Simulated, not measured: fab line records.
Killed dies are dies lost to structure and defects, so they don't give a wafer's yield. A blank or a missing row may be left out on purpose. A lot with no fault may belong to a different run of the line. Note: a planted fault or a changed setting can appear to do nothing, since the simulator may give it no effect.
Which tool is to blame? | flow n5 finfet | 11 lots with 31 wafers sampled at 4 steps, on a route of 1938 steps

WHAT EACH GAUGE READ, for each wafer
N5_PASSIVATION_OVL_MEAS_63.
lot  | measured     | on         | PAD_OVL (nm)
L798 | day 12 19:56 | overlay-01 | 6 5 -8
L797 | day 12 18:49 | overlay-02 | 15 12 12
L799 | day 12 22:34 | overlay-02 | -9 -6 -3
L803 | day 13 17:07 | overlay-02 | -6 -9 -5
L806 | day 14 14:29 | overlay-02 | 0 -10 -9
L809 | day 15 11:03 | overlay-02 | 237 242 239
L811 | day 16 10:44 | overlay-01 | 239 230
L812 | day 16 18:42 | overlay-02 | 242 240
L816 | day 17 05:07 | overlay-02 | 9 -5 5
L817 | day 17 14:59 | overlay-01 | 5 10 6
L819 | day 18 00:26 | overlay-01 | -2 -2 -6

WHAT TOOL EACH LOT RAN ON (gives the tool, then ch and the chambers of the sampled wafers, and finally the start)
lot  | N5_MIM_TOP_ETCH_ETCH_00           | N5_MIM_BOT_ETCH_STRIP_01           | N5_PASSIVATION_EXPOSE_27
L798 | rie metal-01 ch 0,1, day 12 12:35 | rie diel-04 ch 0,2,3, day 12 13:44 | krf scanner-02 ch 0, day 12 19:44
L797 | rie metal-01 ch 0,1, day 12 13:27 | rie diel-03 ch 0,1,2, day 12 14:29 | krf scanner-01 ch 0, day 12 18:36
L799 | rie metal-02 ch 0,1, day 12 18:20 | rie diel-02 ch 2,3, day 12 20:10   | krf scanner-02 ch 0, day 12 22:22
L803 | rie metal-01 ch 0,1, day 13 11:52 | rie diel-04 ch 1,2,3, day 13 13:05 | krf scanner-01 ch 0, day 13 16:55
L806 | rie metal-01 ch 0, day 14 09:23   | rie diel-02 ch 0,2, day 14 10:44   | krf scanner-02 ch 0, day 14 14:17
L809 | rie metal-03 ch 1, day 15 05:25   | rie diel-03 ch 1,2,3, day 15 07:03 | krf scanner-02 ch 0, day 15 10:50
L811 | rie metal-03 ch 0,1, day 16 01:32 | rie diel-03 ch 2,3, day 16 02:47   | krf scanner-02 ch 0, day 16 10:31
L812 | rie metal-03 ch 0,1, day 16 14:59 | rie diel-02 ch 0,3, day 16 16:02   | krf scanner-02 ch 0, day 16 18:30
L816 | rie metal-01 ch 0,1, day 16 22:59 | rie diel-04 ch 2,3, day 17 00:35   | krf scanner-01 ch 0, day 17 04:56
L817 | rie metal-01 ch 0,1, day 17 09:59 | rie diel-03 ch 1,2,3, day 17 11:09 | krf scanner-01 ch 0, day 17 14:47
L819 | rie metal-02 ch 0,1, day 17 20:40 | rie diel-02 ch 0,3, day 17 21:39   | krf scanner-01 ch 0, day 18 00:14
- N5_MIM_TOP_ETCH_ETCH_00: etches TiN in Cl2/BCl3, target depth 38.5 nm.
- N5_MIM_BOT_ETCH_STRIP_01: strips in O2.
- N5_PASSIVATION_EXPOSE_27: exposes mask PAD, defocus 0 nm.

THE ANSWER, worked out from the rows above alone
Rule: the usual values come from the lots themselves. The widest of any qualifying gaps counts: lots, ordered by their means at a reading, are off when they make up no more than a third of the lots, leave a main group of 4 or more, and stand apart from it by 3 or more times the standard deviation of that group's means. A main group whose means are all the same, to the digits that the tables above print for the reading, isn't used. A lot without any number at a reading at which 4 lots or more have one is off too. Any other lot the step has rows for is counted as sound.
Off: L809, L811, L812, seen at N5_PASSIVATION_OVL_MEAS_63 (PAD_OVL). Main group: mean 0 nm, sd 6.7.
If a tool, at a process step before that reading, ran all the lots that are off and no sound lot after the first of them, it fits. The gauges at N5_PASSIVATION_OVL_MEAS_63 are tried like those tools. Can't be told from this: 2 tools fit, rie metal-03 at N5_MIM_TOP_ETCH_ETCH_00, krf scanner-02 at N5_PASSIVATION_EXPOSE_27.

WHAT HAD BEEN PUT IN BY THE SIMULATOR
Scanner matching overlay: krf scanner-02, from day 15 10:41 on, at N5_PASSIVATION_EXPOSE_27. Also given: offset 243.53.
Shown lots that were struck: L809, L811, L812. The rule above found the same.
